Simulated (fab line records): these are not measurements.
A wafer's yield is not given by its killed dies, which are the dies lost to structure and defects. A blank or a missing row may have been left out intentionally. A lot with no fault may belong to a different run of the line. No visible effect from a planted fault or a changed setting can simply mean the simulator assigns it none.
Which tool is to blame? + flow n5Finfet + 11 lots with 31 wafers sampled at 5 steps, on a route of 1938 steps

== WHAT THE GAUGES SHOWED, per wafer ==
N5_FIN_SAQP_THK_MEAS_05. Usual: thkNm 37.9 nm, standard deviation 0.54.
| lot  | measured    | on           | thkNm (nm)     | flag |
|------|-------------|--------------|----------------|------|
| L265 | day 1 22:38 | filmMetro-02 | 37.4 38.2      |      |
| L266 | day 2 02:52 | filmMetro-01 | 37.5 38.2 38.1 |      |
| L269 | day 2 20:38 | filmMetro-01 | 37.3 37.3 37.5 |      |
| L271 | day 3 08:44 | filmMetro-01 | 37.1 38.1 37.2 |      |
| L272 | day 3 15:23 | filmMetro-01 | 38.0 38.3 38.9 |      |
| L277 | day 4 21:18 | filmMetro-01 | 37.5 38.4 38.2 |      |
| L278 | day 5 03:58 | filmMetro-01 | 37.4 38.6 38.5 |      |
| L283 | day 6 09:17 | filmMetro-01 | 37.8 37.8 38.4 |      |
| L284 | day 6 15:36 | filmMetro-02 | 36.8 36.8      |      |
| L286 | day 7 03:33 | filmMetro-01 | 37.9 38.4 37.9 |      |
| L288 | day 7 15:13 | filmMetro-02 | 37.3 38.2 37.9 |      |

N5_BEOL_M4_RC_MEAS_101. Usual: DIBL_N 36.2 mV/V, standard deviation 2; DIBL_P 36.1 mV/V, standard deviation 2.4; IOFF_N 0.16 nA/um, standard deviation 0.035; IOFF_P 0.22 nA/um, standard deviation 0.041; ION_N 675 uA/um, standard deviation 14; ION_P 465 uA/um, standard deviation 8.6; SS_N 71.5 mV/dec, standard deviation 0.64; SS_P 73.2 mV/dec, standard deviation 0.76; VT_N 250 mV, standard deviation 3.9; VT_P -249 mV, standard deviation 3.4.
| lot  | measured     | on        | DIBL_N (mV/V)  | DIBL_P (mV/V)  | IOFF_N (nA/um) | IOFF_P (nA/um) | ION_N (uA/um) | ION_P (uA/um) | SS_N (mV/dec)  | SS_P (mV/dec)  | VT_N (mV)   | VT_P (mV)      | flag |
|------|--------------|-----------|----------------|----------------|----------------|----------------|---------------|---------------|----------------|----------------|-------------|----------------|------|
| L265 | day 8 07:03  | prober-02 | 38.0 38.1      | 37.1 37.0      | 0.19 0.19      | 0.23 0.22      | 692 686       | 470 465       | 72.1 71.9      | 73.5 73.8      | 247 249     | -248 -252      |      |
| L266 | day 8 23:46  | prober-01 | 34.7 35.5 35.6 | 37.9 37.3 38.7 | 0.14 0.15 0.15 | 0.24 0.23 0.26 | 670 667 663   | 471 460 470   | 70.7 71.5 71.1 | 73.3 73.1 74.4 | 253 252 251 | -247 -249 -245 |      |
| L269 | day 9 07:08  | prober-02 | 32.9 34.0 33.6 | 33.1 35.1 35.0 | 0.10 0.12 0.10 | 0.15 0.18 0.17 | 650 658 643   | 449 463 454   | 71.1 71.1 70.4 | 71.9 72.5 73.3 | 256 254 257 | -252 -250 -252 |      |
| L271 | day 9 14:08  | prober-01 | 34.8 35.7 35.7 | 34.5 36.2 36.0 | 0.13 0.16 0.16 | 0.20 0.22 0.23 | 665 680 675   | 456 470 476   | 71.7 71.5 71.6 | 72.6 73.6 72.8 | 248 248 249 | -251 -246 -249 |      |
| L272 | day 10 09:42 | prober-01 | 38.1 35.5 39.5 | 38.1 34.8 39.4 | 0.19 0.14 0.23 | 0.27 0.23 0.31 | 684 669 694   | 475 472 474   | 71.7 71.5 72.5 | 73.3 72.6 74.0 | 246 253 246 | -244 -249 -245 |      |
| L277 | day 11 16:47 | prober-02 | 34.5 37.8 36.8 | 37.1 40.2 39.5 | 0.17 0.21 0.19 | 0.26 0.30 0.29 | 700 692 701   | 483 479 482   | 71.5 72.4 71.1 | 73.2 73.9 73.4 | 245 248 248 | -246 -243 -244 |      |
| L278 | day 11 15:52 | prober-01 | 37.1 35.0 36.6 | 38.2 35.3 38.1 | 0.16 0.13 0.16 | 0.24 0.19 0.23 | 678 661 679   | 467 461 472   | 71.9 71.2 71.1 | 73.2 72.9 73.7 | 249 254 251 | -248 -249 -248 |      |
| L283 | day 12 08:16 | prober-01 | 37.2 36.1 37.1 | 38.9 38.3 38.6 | 0.16 0.16 0.17 | 0.20 0.20 0.21 | 670 680 685   | 458 470 465   | 71.8 71.5 72.0 | 73.8 73.7 73.9 | 249 249 251 | -255 -251 -250 |      |
| L284 | day 13 05:14 | prober-02 | 34.1 36.5      | 34.6 36.2      | 0.12 0.16      | 0.19 0.19      | 664 652       | 465 443       | 71.1 72.1      | 73.1 74.3      | 257 251     | -251 -254      |      |
| L286 | day 13 07:56 | prober-02 | 35.1 39.0 39.5 | 34.5 38.9 40.1 | 0.12 0.17 0.18 | 0.15 0.20 0.21 | 673 664 679   | 450 453 456   | 70.5 72.7 72.6 | 73.3 74.4 73.8 | 255 254 256 | -255 -252 -253 |      |
| L288 | day 14 02:49 | prober-01 | 36.4 36.0 33.9 | 36.3 36.5 33.8 | 0.15 0.14 0.12 | 0.18 0.18 0.16 | 654 671 669   | 446 454 458   | 71.6 71.5 70.8 | 73.3 73.3 71.7 | 257 254 254 | -255 -254 -256 |      |

== WHICH TOOL RAN EACH LOT (tool, then ch and the chambers of the sampled wafers, then the start) ==
| lot  | N5_PMOS_HMC_CHANNEL_EPI_CMP_21 | N5_FIN_SAQP_ALD_61              | N5_FIN_SAQP_PECVD_47           |
|------|--------------------------------|---------------------------------|--------------------------------|
| L265 | cmp-04 ch 0,3, day 1 21:02     | aldSin-02 ch 2,3, day 1 21:58   | pecvd-02 ch 0,1, day 1 22:40   |
| L266 | cmp-04 ch 0,1,2, day 2 01:30   | aldSin-02 ch 1,2,3, day 2 02:17 | pecvd-04 ch 0,1, day 2 02:54   |
| L269 | cmp-03 ch 0,2,3, day 2 19:13   | aldSin-01 ch 1,2,3, day 2 20:05 | pecvd-02 ch 0,1, day 2 20:41   |
| L271 | cmp-03 ch 0,2,3, day 3 07:13   | aldSin-02 ch 2,3, day 3 08:13   | pecvd-02 ch 0,1,2, day 3 08:46 |
| L272 | cmp-03 ch 1,3, day 3 13:57     | aldSin-01 ch 0,2,3, day 3 14:52 | pecvd-02 ch 0,2, day 3 15:25   |
| L277 | cmp-02 ch 0,2,3, day 4 19:52   | aldSin-02 ch 0,1, day 4 20:41   | pecvd-01 ch 0,1,2, day 4 21:20 |
| L278 | cmp-04 ch 0,1, day 5 01:22     | aldSin-02 ch 1,2,3, day 5 03:14 | pecvd-02 ch 1,2, day 5 04:00   |
| L283 | cmp-04 ch 2,3, day 6 07:42     | aldSin-01 ch 1,2,3, day 6 08:47 | pecvd-04 ch 0,1, day 6 09:20   |
| L284 | cmp-04 ch 0,2, day 6 14:05     | aldSin-03 ch 0,1, day 6 14:59   | pecvd-02 ch 0,2, day 6 15:38   |
| L286 | cmp-04 ch 0,1,3, day 7 01:59   | aldSin-03 ch 0,3, day 7 03:02   | pecvd-04 ch 0,1,2, day 7 03:35 |
| L288 | cmp-02 ch 0,2,3, day 7 13:05   | aldSin-02 ch 0,1,2, day 7 14:40 | pecvd-04 ch 0,1,2, day 7 15:15 |
- N5_PMOS_HMC_CHANNEL_EPI_CMP_21: polishes SiGe30, target thk 54 nm.
- N5_FIN_SAQP_ALD_61: deposits SiO2, target thk 4 nm, pulse time 1 s, purge time 2 s.
- N5_FIN_SAQP_PECVD_47: deposits a-Si from SiH4/He, target thk 45 nm, time 36.3 s.

== AS READ BY THE TOOLS THEMSELVES (means over the sampled wafers that have a number; for cases with no such wafer, the mark the record gives instead) ==
N5_PMOS_HMC_CHANNEL_EPI_CMP_21. Usual: motorCurrentA 12.6 A, standard deviation 1.5.
| lot  | tool   | motorCurrentA (A) | flag |
|------|--------|-------------------|------|
| L265 | cmp-04 | 12.6              |      |
| L266 | cmp-04 | 11.8              |      |
| L269 | cmp-03 | 13.0              |      |
| L271 | cmp-03 | 13.2              |      |
| L272 | cmp-03 | 14.0              |      |
| L277 | cmp-02 | 13.1              |      |
| L278 | cmp-04 | 11.4              |      |
| L283 | cmp-04 | 12.6              |      |
| L284 | cmp-04 | 12.3              |      |
| L286 | cmp-04 | 12.4              |      |
| L288 | cmp-02 | 12.9              |      |

N5_FIN_SAQP_ALD_61. Usual: heaterPowerW 456 W, standard deviation 36; precursorPulseHeightRel 1.003, standard deviation 0.019; susceptorTempC 299.99 C, standard deviation 0.19.
| lot  | tool      | heaterPowerW (W) | precursorPulseHeightRel | susceptorTempC (C) | flag |
|------|-----------|------------------|-------------------------|--------------------|------|
| L265 | aldSin-02 | 461              | 1.002                   | 299.91             |      |
| L266 | aldSin-02 | 465              | 1.007                   | 300.14             |      |
| L269 | aldSin-01 | 423              | 1.013                   | 300.09             |      |
| L271 | aldSin-02 | 481              | 1.004                   | 299.94             |      |
| L272 | aldSin-01 | 442              | 0.999                   | 300.14             |      |
| L277 | aldSin-02 | 367              | 0.990                   | 269.09             | OFF  |
| L278 | aldSin-02 | 369              | 1.011                   | 268.94             | OFF  |
| L283 | aldSin-01 | 427              | 1.011                   | 299.92             |      |
| L284 | aldSin-03 | 437              | 0.985                   | 299.85             |      |
| L286 | aldSin-03 | 448              | 0.992                   | 300.02             |      |
| L288 | aldSin-02 | 483              | 0.996                   | 299.82             |      |

N5_FIN_SAQP_PECVD_47. Usual: heaterPowerW 836 W, standard deviation 78; showerheadPlenumPTorr 5.64 Torr, standard deviation 0.064; throttleValvePct 18.4 %, standard deviation 0.87.
| lot  | tool     | heaterPowerW (W) | showerheadPlenumPTorr (Torr) | throttleValvePct (%) | flag |
|------|----------|------------------|------------------------------|----------------------|------|
| L265 | pecvd-02 | 830              | 5.67                         | 18.7                 |      |
| L266 | pecvd-04 | 850              | 5.71                         | 18.6                 |      |
| L269 | pecvd-02 | 784              | 5.67                         | 18.9                 |      |
| L271 | pecvd-02 | 860              | 5.63                         | 18.2                 |      |
| L272 | pecvd-02 | 808              | 5.62                         | 18.6                 |      |
| L277 | pecvd-01 | 888              | 5.62                         | 18.3                 |      |
| L278 | pecvd-02 | 859              | 5.57                         | 17.4                 |      |
| L283 | pecvd-04 | 866              | 5.72                         | 18.6                 |      |
| L284 | pecvd-02 | 808              | 5.61                         | 18.5                 |      |
| L286 | pecvd-04 | 764              | 5.66                         | 18.6                 |      |
| L288 | pecvd-04 | 765              | 5.66                         | 18.5                 |      |

== THE ANSWER, worked out from the rows above alone ==
Rule: lot off if the mean of its wafers having a number is beyond 3 standard deviations from the usual mean. Also off: a lot with no number at a reading for which 4 or more lots have one. The other lots that the step has rows for count as sound. The gauges are gone through in route order, then the tools' own readings, and for those a lot's mean is taken as printed above. At the first step where some lot is off, the reading lying furthest off is the one used; lots without a number count as furthest.
Off: L277, L278 (N5_FIN_SAQP_ALD_61, susceptorTempC).
A tool fits if, at that step or a process step before it, it ran every lot that is off, and no sound lot after the first of them. None of those tried fits.

== WHAT THE SIMULATOR HAD PUT IN ==
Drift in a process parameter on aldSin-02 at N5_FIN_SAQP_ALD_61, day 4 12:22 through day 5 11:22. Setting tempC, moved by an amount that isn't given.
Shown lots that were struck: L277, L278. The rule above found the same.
